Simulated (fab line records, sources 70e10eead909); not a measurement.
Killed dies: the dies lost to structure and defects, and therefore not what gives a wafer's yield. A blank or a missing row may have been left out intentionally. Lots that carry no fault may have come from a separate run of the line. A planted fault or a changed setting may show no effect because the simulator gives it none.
fab line records	flow nand-harc
[record] lots = 13	wafers = 39	last-day = 34
route steps=1302 shown A_SLIT@942 A_WL_FILL@971 END@1302
lots untouched by any fault: they come from a run of this same line in which no faults occurred
start-h: hours from the record's opening day to when the first of the lot's shown wafers began	wait-h: time in hours since the lot's previous step	" repeats the value in the row above	L1.1+2: several wafers, shown together as one row	- value missing, or start not given	* or withheld: withheld	< > ~ a bound
route shown NAME@n: a module of which the file shows steps, and the number in the route of the first	usual: mean and standard deviation over wafers with no fault	same: alike in all rows	chamber/n: place in a boat	sites: the reading at each site	_std_site: their standard deviation	_edge_site: the outer-site mean with the inner-site mean subtracted	radius-mm: how far each site lies from the wafer's centre	mask NAME#n: copy n	behind: the last tool/chamber to shape the wafer	hold: reason for holding the lot/hours on hold/outcome of the hold	device: whichever transistor did not switch (one of n, p or np)	end of line: tests run on the same wafers once the route is complete	a step given without rows: its recipe and nothing more	killed: count of dies lost to structure and defects at first sort (not the wafer's yield)	map: a wafer's dies, marking killed ones x, the rest . and places with no die _
set.NAME: the setting the step ran with; set.NAME@STEP: the setting that earlier step ran with	model.NAME: the simulator's own value behind a step, which no gauge read
one table for each step of the route and one row for each wafer, over a sample of lots
services: the hour from which a tool's chamber was out of use, counted from the record's first day as start-h (under 0 if before that day), plus the number of hours and why
[[steps]]
[step NHARC_A_SLIT_ETCH_29]
[recipe] target-depth-a = 1000	overetch-a = 100	time-s = 55	ion-energy-ev = 100	cf4-flow-sccm = 80	o2-flow-sccm = 20	ar-flow-sccm = 0	rf-w = 300	bias-w = 100	chemistry = CF4/O2
[usual] chamber-pressure-mTorr = 30.000/0.025	drypump-motor-current-A = 5.8/0.45	oes-product-au = 0.999/0.0077	rf-vpp-V = 197.4/1.2	showerhead-plenum-p-Torr = 1.31/0.038	throttle-valve-pct = 13.398/0.0084
lot.wafer	tool	chamber	start-h	wait-h	chamber-pressure-mTorr	drypump-motor-current-A	oes-product-au	rf-hours-counter-h	rf-vpp-V	showerhead-plenum-p-Torr	throttle-valve-pct
L255.4	rie-diel-02	0	471.97	0.1	29.973	6.3	0.987	4.4	198.5	1.32	13.390
L255.2	"	1	"	"	30.018	5.6	0.995	5.5	194.9	1.26	13.394
L255.6	"	3	"	"	29.979	5.6	1.001	-	195.4	1.32	13.404
L258.4	rie-diel-06	0	475.66	0.1	30.019	5.4	1.005	8.8	199.0	1.36	13.384
L258.1	"	1	"	"	30.018	5.7	1.006	5.3	197.1	1.30	13.392
L258.2	"	2	"	"	29.988	6.4	1.000	9.4	197.2	1.29	13.399
L259.1	rie-diel-11	3	500.98	0.1	29.985	4.7	1.003	4.4	197.5	1.35	13.401
L259.4	"	0	"	"	29.995	6.3	1.006	3.9	199.0	1.39	13.395
L259.6	"	2	"	"	29.987	6.1	0.996	-	198.7	1.32	13.406
L261.1	rie-diel-11	1	522.31	0.1	30.037	5.8	1.012	4.7	196.4	1.30	13.396
L261.4	"	0	"	"	30.009	6.3	0.999	4.7	198.1	1.39	13.403
L261.6	"	2	"	"	30.018	6.1	1.006	-	196.1	1.32	13.396
L262.4	rie-diel-11	1	529.44	0.1	29.982	5.7	1.008	5.3	197.2	1.30	13.374
L262.2	"	3	"	"	30.015	4.7	1.002	5.3	197.5	1.35	13.397
L262.6	"	2	"	"	29.958	6.1	1.004	-	199.8	1.31	13.403
L265.1	rie-diel-02	0	565.77	0.1	30.038	6.3	0.988	10.8	196.7	1.32	13.410
L265.2	"	2	"	"	30.022	5.8	1.005	11.2	197.0	1.25	13.404
L265.6	"	0	"	"	29.977	6.3	0.980	-	196.0	1.32	13.398
L263.4	rie-diel-06	3	566.05	0.1	29.979	5.7	0.990	4.3	197.2	1.33	13.397
L263.1	"	2	"	"	29.993	6.4	0.983	4.1	196.7	1.29	13.396
L263.5	"	0	"	"	30.011	5.4	1.005	-	198.2	1.36	13.395
L274.4	rie-diel-11	3	654.03	0.1	30.014	4.7	0.999	1.3	198.9	1.35	13.401
L274.1	"	0	"	"	29.984	6.4	1.006	1.3	198.5	1.39	13.396
L274.3	"	2	"	"	29.969	6.1	0.994	0.9	198.2	1.31	13.405
L273.3	rie-diel-02	2	654.41	0.1	30.011	5.8	1.000	4.9	197.0	1.25	13.408
L273.4	"	0	"	"	30.012	6.3	0.993	6.3	197.0	1.32	13.385
L273.6	"	2	"	"	30.013	5.8	1.004	-	197.9	1.25	13.408
L275.3	rie-diel-02	2	657.93	0.1	29.996	5.8	1.004	5.0	195.2	1.25	13.395
L275.5	"	3	"	"	29.989	5.6	1.016	-	196.0	1.31	13.381
L275.6	"	0	"	"	30.035	6.3	0.996	-	198.3	1.32	13.393
L277.4	rie-diel-06	3	674.93	0.1	30.010	5.7	1.006	0.2	198.3	1.33	13.398
L277.2	"	2	"	"	29.961	6.4	0.984	0.1	195.8	1.28	13.410
L277.6	"	0	"	"	30.003	5.4	0.998	-	199.1	1.35	13.409
L276.3	rie-diel-02	0	687.79	0.1	30.027	6.4	0.986	9.2	198.6	1.32	13.398
L276.2	"	1	"	"	30.001	5.6	0.991	8.1	196.3	1.26	13.394
L276.1	"	2	"	"	30.009	5.8	1.004	6.6	196.4	1.25	13.391
L278.5	rie-diel-11	0	707.12	0.1	29.975	6.3	0.983	-	199.2	1.39	13.406
L278.6	"	1	"	"	29.989	5.7	0.999	-	196.4	1.30	13.398
L278.4	"	3	"	"	30.012	4.7	0.992	-	197.3	1.35	13.402
[step NHARC_A_WL_FILL_CVD_23]
[recipe] target-thk-a = 400	temp-c = 620	pressure-mtorr = 200	time-s = 800	material = poly-Si
[usual] zone-power-upper-pct = 8.92/0.25
lot.wafer	tool	chamber	start-h	wait-h	zone-power-upper-pct
L258.1	lpcvd-poly-04	0	495.99	2.4	8.99
L258.2	"	0	"	"	8.95
L258.4	"	0	"	"	8.88
L255.2	lpcvd-poly-03	0	499.11	2.4	8.78
L255.4	"	0	"	"	8.69
L255.6	"	0	"	"	8.76
L259.1	lpcvd-poly-02	0	522.58	2.3	9.24
L259.4	"	0	"	"	9.55
L259.6	"	0	"	"	9.38
L261.1	lpcvd-poly-02	0	543.91	2.3	9.34
L261.4	"	0	"	"	9.40
L261.6	"	0	"	"	9.29
L262.2	lpcvd-poly-03	0	552.20	2.4	8.69
L262.4	"	0	"	"	8.68
L262.6	"	0	"	"	8.58
L263.1	lpcvd-poly-03	0	619.50	30.8	8.65
L263.4	"	0	"	"	8.76
L263.5	"	0	"	"	8.81
L265.1	lpcvd-poly-03	0	619.50	33.1	8.74
L265.2	"	0	"	"	8.80
L265.6	"	0	"	"	8.57
L273.3	lpcvd-poly-03	0	675.97	2.4	8.68
L273.4	"	0	"	"	8.63
L273.6	"	0	"	"	8.68
L274.1	lpcvd-poly-03	0	675.97	0.6	8.63
L274.3	"	0	"	"	8.67
L274.4	"	0	"	"	8.80
L275.3	lpcvd-poly-03	0	681.56	2.5	8.70
L275.5	"	0	"	"	8.67
L275.6	"	0	"	"	8.77
L277.2	lpcvd-poly-04	0	698.03	2.4	9.05
L277.4	"	0	"	"	8.85
L277.6	"	0	"	"	8.95
L276.1	lpcvd-poly-04	0	709.88	2.4	8.85
L276.2	"	0	"	"	9.01
L276.3	"	0	"	"	8.82
L278.4	lpcvd-poly-02	0	727.95	2.3	9.25
L278.5	"	0	"	"	9.33
L278.6	"	0	"	"	9.36
[step NHARC_A_WL_FILL_ALD_19]
[recipe] target-thk-a = 20	pulse-time-s = 3	ald-cycles = 100	temp-c = 450	material = TiN
[usual] heater-power-w = 1064/78	precursor-pulse-height-rel = 1.000/0.017
lot.wafer	tool	chamber	start-h	wait-h	heater-power-w	precursor-pulse-height-rel
L258.1	ald-metal-01	3	498.85	0.1	1082	0.980
L258.2	"	0	"	"	1022	1.017
L258.4	"	2	"	"	1181	0.994
L255.2	ald-metal-02	3	501.98	0.1	986	1.006
L255.4	"	0	"	"	1051	1.007
L255.6	"	1	"	"	1059	0.999
L259.1	ald-metal-01	0	525.50	0.1	1034	1.021
L259.4	"	2	"	"	1176	1.003
L259.6	"	3	"	"	1052	1.031
L261.1	ald-metal-01	0	546.75	0.1	1001	0.986
L261.4	"	2	"	"	1165	1.011
L261.6	"	1	"	"	1063	0.984
L262.2	ald-metal-02	2	555.09	0.1	1125	0.983
L262.4	"	3	"	"	993	1.014
L262.6	"	0	"	"	1086	1.018
L263.4	ald-metal-04	3	622.32	0.1	898	1.026
L263.1	"	0	"	"	1042	1.015
L263.5	"	0	"	"	1046	1.001
L265.1	ald-metal-01	0	622.34	0.1	1031	1.014
L265.2	"	2	"	"	1178	0.997
L265.6	"	0	"	"	1020	0.987
L274.1	ald-metal-02	0	678.82	0.1	1022	0.985
L274.3	"	1	"	"	1108	0.998
L274.4	"	2	"	"	1128	1.013
L273.3	ald-metal-01	1	678.84	0.1	1046	1.005
L273.4	"	2	"	"	1196	1.003
L273.6	"	1	"	"	1048	1.018
L275.3	ald-metal-02	1	684.39	0.1	1092	0.977
L275.5	"	0	"	"	1047	1.014
L275.6	"	1	"	"	1121	0.966
L277.2	ald-metal-02	3	700.90	0.1	988	0.994
L277.4	"	1	"	"	1101	1.011
L277.6	"	3	"	"	976	1.035
L276.1	ald-metal-02	0	712.70	0.1	1009	1.000
L276.2	"	1	"	"	1100	1.019
L276.3	"	2	"	"	1184	0.994
L278.4	ald-metal-04	2	730.84	0.2	1213	0.985
L278.5	"	3	"	"	858	1.009
L278.6	"	0	"	"	1037	1.006
[step NHARC_A_WL_FILL_INSPECT_15]
[usual] raw-defect-count = 467/110
lot.wafer	tool	chamber	start-h	wait-h	raw-defect-count
L258.1	defect-inspect-02	-	499.69	0.0	524
L258.2	"	-	"	"	394
L258.4	"	-	"	"	375
L255.2	defect-inspect-02	-	502.83	0.0	411
L255.4	"	-	"	"	477
L255.6	"	-	"	"	617
L259.1	defect-inspect-01	-	526.34	0.0	450
L259.4	"	-	"	"	360
L259.6	"	-	"	"	548
L261.1	defect-inspect-02	-	547.60	0.0	727
L261.4	"	-	"	"	310
L261.6	"	-	"	"	395
L262.2	defect-inspect-02	-	555.96	0.1	581
L262.4	"	-	"	"	542
L262.6	"	-	"	"	437
L263.1	defect-inspect-02	-	623.16	0.0	366
L263.4	"	-	"	"	411
L263.5	"	-	"	"	515
L265.1	defect-inspect-01	-	623.24	0.0	606
L265.2	"	-	"	"	482
L265.6	"	-	"	"	769
L274.1	defect-inspect-02	-	679.67	0.0	407
L274.3	"	-	"	"	502
L274.4	"	-	"	"	350
L273.3	defect-inspect-01	-	679.67	0.0	520
L273.4	"	-	"	"	479
L273.6	"	-	"	"	489
L275.3	defect-inspect-02	-	685.24	0.0	567
L275.5	"	-	"	"	361
L275.6	"	-	"	"	562
L277.2	defect-inspect-01	-	701.75	0.0	327
L277.4	"	-	"	"	486
L277.6	"	-	"	"	429
L276.1	defect-inspect-02	-	713.55	0.0	317
L276.2	"	-	"	"	275
L276.3	"	-	"	"	477
L278.4	defect-inspect-01	-	731.65	0.0	447
L278.5	"	-	"	"	430
L278.6	"	-	"	"	429
[step NHARC_END_SORT_01]
[recipe] temp-c = 25
[usual] killed-at-array = 51/16	killed-at-other = 0.6/0.88	killed-at-periphery = 4.0/2.6	killed-dies = 55/16	killed-open = 3.5/1.9	killed-short = 2.3/1.6
[same] gross-dies = 677
lot.wafer	tool	chamber	start-h	wait-h	killed-at-array	killed-at-other	killed-at-periphery	killed-dies	killed-open	killed-short
L258.1	prober-02	0	577.63	2.5	74	0	5	79	5	0
L258.2	prober-02	0	578.42	2.8	56	0	3	59	6	0
L258.4	prober-02	0	580.00	3.4	79	1	4	84	2	1
L255.2	prober-02	0	586.15	2.8	32	0	3	35	6	2
L255.4	prober-02	0	587.74	3.4	51	0	2	53	5	4
L255.6	prober-02	0	589.33	4.0	55	0	2	57	2	1
L261.1	prober-01	0	626.73	2.5	42	0	2	44	9	1
L261.4	prober-01	0	629.08	3.4	35	1	1	37	2	1
L261.6	prober-01	0	630.64	3.9	32	1	2	35	2	3
L263.1	prober-02	0	726.59	2.5	77	0	5	82	6	2
L263.4	prober-02	0	729.00	3.4	78	1	4	83	4	3
L263.5	prober-02	0	729.80	3.7	72	0	4	76	5	2
L274.1	prober-01	0	753.35	2.5	51	1	2	54	5	8
L274.3	prober-01	0	754.96	3.1	39	1	3	43	5	1
L274.4	prober-01	0	755.77	3.4	36	1	6	43	2	3
L273.3	prober-01	0	765.05	3.1	54	1	3	58	3	0
L273.4	prober-01	0	765.86	3.4	56	0	2	58	5	0
L273.6	prober-01	0	767.49	4.1	66	2	3	71	3	5
L275.3	prober-02	0	766.57	3.1	58	0	6	64	4	4
L275.5	prober-02	0	768.17	3.7	58	0	3	61	3	2
L275.6	prober-02	0	768.97	4.0	56	0	6	62	1	0
L276.1	prober-02	0	794.18	2.5	26	1	9	36	2	1
L276.2	prober-02	0	794.98	2.8	24	3	8	35	2	4
L276.3	prober-02	0	795.78	3.1	24	1	5	30	5	3
L278.4	prober-01	0	816.81	3.4	54	0	5	59	5	2
L278.5	prober-01	0	817.61	3.7	44	1	3	48	2	3
L278.6	prober-01	0	818.42	4.0	43	0	2	45	3	1
// killed by level:class
L258.1 A_CHANNEL_HOLE_D1:chamber-film-flake=35 A_SLIT:chamber-film-flake=19 A_CHANNEL_HOLE_D2:chamber-film-flake=11 P_M0:geometric-particle:open=3 A_CONTACT:chamber-film-flake=3 A_WL_FILL:chamber-film-flake=2 A_BLC:chamber-film-flake=2 P_CONTACT:geometric-particle:open=1
L258.2 A_SLIT:chamber-film-flake=21 A_CHANNEL_HOLE_D1:chamber-film-flake=14 A_CHANNEL_HOLE_D2:chamber-film-flake=8 A_BLC:chamber-film-flake=3 A_CHANNEL_FILL_D2:geometric-particle:open=2 A_M0:geometric-particle:open=2 A_CONTACT:chamber-film-flake=2 A_CHANNEL_FILL_D1:geometric-particle:open=1
L258.4 A_CHANNEL_HOLE_D1:chamber-film-flake=34 A_SLIT:chamber-film-flake=19 A_CHANNEL_HOLE_D2:chamber-film-flake=10 A_CONTACT:chamber-film-flake=6 A_BLC:chamber-film-flake=5 P_BONDPAD:chamber-film-flake=2 A_WL_FILL:chamber-film-flake=2 P_M0:geometric-particle:short=1
L255.2 A_CHANNEL_HOLE_D1:chamber-film-flake=17 A_WL_FILL:chamber-film-flake=3 A_ONON_D1:geometric-particle:open=2 P_ZERO_WELL:chamber-film-flake=2 A_CHANNEL_HOLE_D2:chamber-film-flake=2 A_ONON_D2:geometric-particle:open=1 A_CHANNEL_FILL_D2:geometric-particle:open=1 A_CHANNEL_FILL_D2:geometric-particle:short=1
L255.4 A_CHANNEL_HOLE_D1:chamber-film-flake=29 A_CHANNEL_HOLE_D2:chamber-film-flake=9 A_DECK1_JOINT:geometric-particle:short=2 A_WL_FILL:geometric-particle:open=2 A_STAIRCASE:chamber-film-flake=2 A_ONON_D1:geometric-particle:open=1 A_ONON_D1:geometric-particle:short=1 A_CHANNEL_FILL_D1:geometric-particle:short=1
L255.6 A_CHANNEL_HOLE_D1:chamber-film-flake=36 A_CHANNEL_HOLE_D2:chamber-film-flake=10 A_STAIRCASE:chamber-film-flake=3 A_CHANNEL_FILL_D1:geometric-particle:short=1 A_DECK1_JOINT:geometric-particle:open=1 A_WL_FILL:geometric-particle:open=1 P_ZERO_WELL:chamber-film-flake=1 P_STI:chamber-film-flake=1
L261.1 A_CHANNEL_HOLE_D2:chamber-film-flake=22 A_CONTACT:chamber-film-flake=4 A_ONON_D1:geometric-particle:open=3 A_CHANNEL_FILL_D1:geometric-particle:open=2 A_CHANNEL_HOLE_D1:chamber-film-flake=2 A_CHANNEL_FILL_D2:chamber-film-flake=2 A_WL_FILL:chamber-film-flake=2 P_CONTACT:geometric-particle:short=1
L261.4 A_CHANNEL_HOLE_D2:chamber-film-flake=22 A_CONTACT:chamber-film-flake=5 A_CHANNEL_HOLE_D1:chamber-film-flake=4 A_ONON_D1:geometric-particle:open=1 A_CHANNEL_FILL_D2:geometric-particle:short=1 A_CHANNEL_FILL_D2:geometric-particle:open=1 P_STI:chamber-film-flake=1 A_WL_FILL:chamber-film-flake=1
L261.6 A_CHANNEL_HOLE_D2:chamber-film-flake=19 A_CHANNEL_HOLE_D1:chamber-film-flake=4 A_CONTACT:chamber-film-flake=2 P_CONTACT:geometric-particle:open=1 A_CHANNEL_FILL_D1:geometric-particle:short=1 A_ONON_D2:geometric-particle:short=1 A_ONON_D2:geometric-particle:open=1 P_GATE:chamber-film-flake=1
L263.1 A_CHANNEL_HOLE_D1:chamber-film-flake=30 A_SLIT:chamber-film-flake=28 A_CHANNEL_HOLE_D2:chamber-film-flake=6 A_STAIRCASE:chamber-film-flake=5 P_M0:geometric-particle:open=3 A_DECK1_JOINT:chamber-film-flake=2 P_GATE:geometric-particle:open=1 P_CONTACT:geometric-particle:open=1
L263.4 A_CHANNEL_HOLE_D1:chamber-film-flake=29 A_SLIT:chamber-film-flake=23 A_CHANNEL_HOLE_D2:chamber-film-flake=11 A_STAIRCASE:chamber-film-flake=7 P_STI:geometric-particle:short=1 P_GATE:geometric-particle:open=1 P_M0:geometric-particle:open=1 A_ONON_D2:geometric-particle:open=1
L263.5 A_CHANNEL_HOLE_D1:chamber-film-flake=28 A_SLIT:chamber-film-flake=18 A_CHANNEL_HOLE_D2:chamber-film-flake=7 A_STAIRCASE:chamber-film-flake=5 A_CONTACT:chamber-film-flake=3 P_M1:geometric-particle:open=2 A_WL_FILL:chamber-film-flake=2 P_ZERO_WELL:chamber-film-flake=2
L274.1 A_CHANNEL_HOLE_D1:chamber-film-flake=18 A_SLIT:chamber-film-flake=8 A_STAIRCASE:chamber-film-flake=4 A_CONTACT:chamber-film-flake=4 A_DECK1_JOINT:chamber-film-flake=3 A_CHANNEL_FILL_D2:geometric-particle:short=2 A_WL_FILL:geometric-particle:short=2 P_CONTACT:chamber-film-flake=2
L274.3 A_CHANNEL_HOLE_D1:chamber-film-flake=11 A_CONTACT:chamber-film-flake=8 A_SLIT:chamber-film-flake=6 A_STAIRCASE:chamber-film-flake=3 P_CONTACT:chamber-film-flake=2 A_WL_FILL:chamber-film-flake=2 A_ONON_D1:geometric-particle:open=1 A_DECK1_JOINT:geometric-particle:open=1
L274.4 A_CHANNEL_HOLE_D1:chamber-film-flake=10 A_CONTACT:chamber-film-flake=10 A_SLIT:chamber-film-flake=4 P_GATE:chamber-film-flake=3 A_STAIRCASE:chamber-film-flake=3 P_CONTACT:chamber-film-flake=2 A_CHANNEL_FILL_D1:geometric-particle:short=1 A_CHANNEL_FILL_D2:geometric-particle:open=1
L273.3 A_SLIT:chamber-film-flake=23 A_CHANNEL_HOLE_D1:chamber-film-flake=14 A_CHANNEL_HOLE_D2:chamber-film-flake=13 P_CONTACT:chamber-film-flake=2 A_CHANNEL_FILL_D1:geometric-particle:open=1 A_M1:geometric-particle:open=1 STARTING-WAFER:geometric-particle:open=1 P_GATE:chamber-film-flake=1
L273.4 A_SLIT:chamber-film-flake=19 A_CHANNEL_HOLE_D2:chamber-film-flake=16 A_CHANNEL_HOLE_D1:chamber-film-flake=13 A_ONON_D1:geometric-particle:open=2 A_STAIRCASE:chamber-film-flake=2 P_CONTACT:geometric-particle:open=1 P_M0:geometric-particle:open=1 A_M0:geometric-particle:open=1
L275.3 A_CHANNEL_HOLE_D2:chamber-film-flake=16 A_CHANNEL_HOLE_D1:chamber-film-flake=13 A_BLC:chamber-film-flake=7 A_STAIRCASE:chamber-film-flake=6 A_SLIT:chamber-film-flake=5 A_CONTACT:chamber-film-flake=5 A_WL_FILL:chamber-film-flake=2 P_CONTACT:geometric-particle:open=1
L273.6 A_SLIT:chamber-film-flake=23 A_CHANNEL_HOLE_D2:chamber-film-flake=18 A_CHANNEL_HOLE_D1:chamber-film-flake=11 A_STAIRCASE:chamber-film-flake=5 STARTING-WAFER:geometric-particle:short=2 P_M0:geometric-particle:short=1 P_M1:geometric-particle:open=1 A_CHANNEL_FILL_D1:geometric-particle:open=1
L275.5 A_CHANNEL_HOLE_D2:chamber-film-flake=25 A_CONTACT:chamber-film-flake=8 A_SLIT:chamber-film-flake=7 A_CHANNEL_HOLE_D1:chamber-film-flake=6 A_STAIRCASE:chamber-film-flake=4 A_BLC:chamber-film-flake=3 P_M0:geometric-particle:open=1 A_CHANNEL_FILL_D1:geometric-particle:open=1
L275.6 A_CHANNEL_HOLE_D2:chamber-film-flake=20 A_CHANNEL_HOLE_D1:chamber-film-flake=12 A_CONTACT:chamber-film-flake=10 A_BLC:chamber-film-flake=5 P_BONDPAD:chamber-film-flake=4 A_STAIRCASE:chamber-film-flake=3 A_SLIT:chamber-film-flake=3 A_ONON_D2:geometric-particle:open=1
L276.1 A_SLIT:chamber-film-flake=8 P_CONTACT:chamber-film-flake=5 A_WL_FILL:chamber-film-flake=4 P_ZERO_WELL:chamber-film-flake=3 A_DECK1_JOINT:chamber-film-flake=3 A_STAIRCASE:chamber-film-flake=3 A_CHANNEL_HOLE_D2:chamber-film-flake=2 A_CONTACT:chamber-film-flake=2
L276.2 A_SLIT:chamber-film-flake=10 P_CONTACT:chamber-film-flake=6 A_STAIRCASE:chamber-film-flake=3 THIN_TSV:chamber-film-flake=3 A_WL_FILL:chamber-film-flake=2 A_CONTACT:chamber-film-flake=2 A_ONON_D1:geometric-particle:short=1 A_ONON_D2:geometric-particle:short=1
L276.3 A_SLIT:chamber-film-flake=11 A_CHANNEL_HOLE_D2:chamber-film-flake=3 A_ONON_D2:geometric-particle:short=2 P_ZERO_WELL:chamber-film-flake=2 P_GATE:geometric-particle:open=1 A_ONON_D1:geometric-particle:open=1 A_CHANNEL_HOLE_D1:geometric-particle:open=1 A_CHANNEL_FILL_D1:geometric-particle:short=1
L278.4 A_CHANNEL_HOLE_D1:chamber-film-flake=18 A_SLIT:chamber-film-flake=13 A_CONTACT:chamber-film-flake=8 A_STAIRCASE:chamber-film-flake=7 A_CHANNEL_FILL_D2:chamber-film-flake=2 P_STI:geometric-particle:short=1 P_M0:geometric-particle:open=1 P_M1:geometric-particle:open=1
L278.5 A_CHANNEL_HOLE_D1:chamber-film-flake=15 A_SLIT:chamber-film-flake=13 A_CONTACT:chamber-film-flake=5 A_STAIRCASE:chamber-film-flake=4 P_M1:chamber-film-flake=2 P_M0:geometric-particle:open=1 A_ONON_D1:geometric-particle:short=1 A_CHANNEL_FILL_D1:geometric-particle:short=1
L278.6 A_CHANNEL_HOLE_D1:chamber-film-flake=19 A_CONTACT:chamber-film-flake=9 A_SLIT:chamber-film-flake=3 A_CHANNEL_HOLE_D2:chamber-film-flake=2 A_STAIRCASE:chamber-film-flake=2 A_WL_FILL:chamber-film-flake=2 A_ONON_D1:geometric-particle:short=1 A_CHANNEL_FILL_D2:geometric-particle:open=1
[[services]]
tool	chamber	start-h	hours	kind
rie-diel-06	1	459.50	10.0	repair
ald-metal-04	-	474.00	10.0	pm
rie-diel-06	-	484.20	9.0	pm
ald-metal-04	-	512.84	0.5	repair
ald-metal-04	-	525.32	3.8	repair
ald-metal-01	-	526.00	10.0	pm
ald-metal-01	3	555.85	3.5	repair
rie-diel-02	-	570.70	9.0	pm
rie-diel-11	-	609.50	9.0	pm
ald-metal-02	-	610.18	10.0	pm
rie-diel-06	2	622.14	2.8	repair
ald-metal-02	-	629.61	0.4	repair
ald-metal-01	-	629.67	7.4	repair
rie-diel-11	0	643.75	1.4	repair
lpcvd-poly-04	-	647.31	8.1	repair
ald-metal-04	-	652.00	10.0	pm
rie-diel-06	-	661.20	9.0	pm
rie-diel-11	2	661.46	5.6	repair
rie-diel-02	2	680.77	3.6	repair
rie-diel-02	0	693.18	23.8	repair
rie-diel-02	2	694.54	3.8	repair
rie-diel-11	-	695.65	5.3	repair
ald-metal-01	-	704.00	10.0	pm
rie-diel-11	1	726.46	1.7	repair
[[key]]
[first-sign] step = NHARC_A_WL_FILL_CVD_23	reading = wait-h	direction = changed
effect none on later readings
met-at NHARC_A_WL_FILL_CVD_23
struck-lots L263,L265
struck-wafers L263.1,L263.4,L263.5,L265.1,L265.2,L265.6
rows-end L265.1,L265.2,L265.6
tester-left-out L263
not-acting-at NHARC_A_SLIT_ETCH_29,NHARC_A_WL_FILL_ALD_19,NHARC_A_WL_FILL_INSPECT_15
[fault] kind = queue-time-violation	tool = lpcvd-poly-02,lpcvd-poly-03,lpcvd-poly-04	chamber = 0	onset-h = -	steps = NHARC_A_WL_FILL_CVD_23	delay-hr = 30	scope = struck-lots-only
// tester-left-out: of these lots the tester's yield and bins aren't shown, on N5 and GAA mostly nor the transistor test; their killed dies are dies lost to structure and defects alone, not to doping, threshold or leakage, so they don't give the yield
// rows-end: these wafers met a further fault down the route, and their rows from its step on are left out
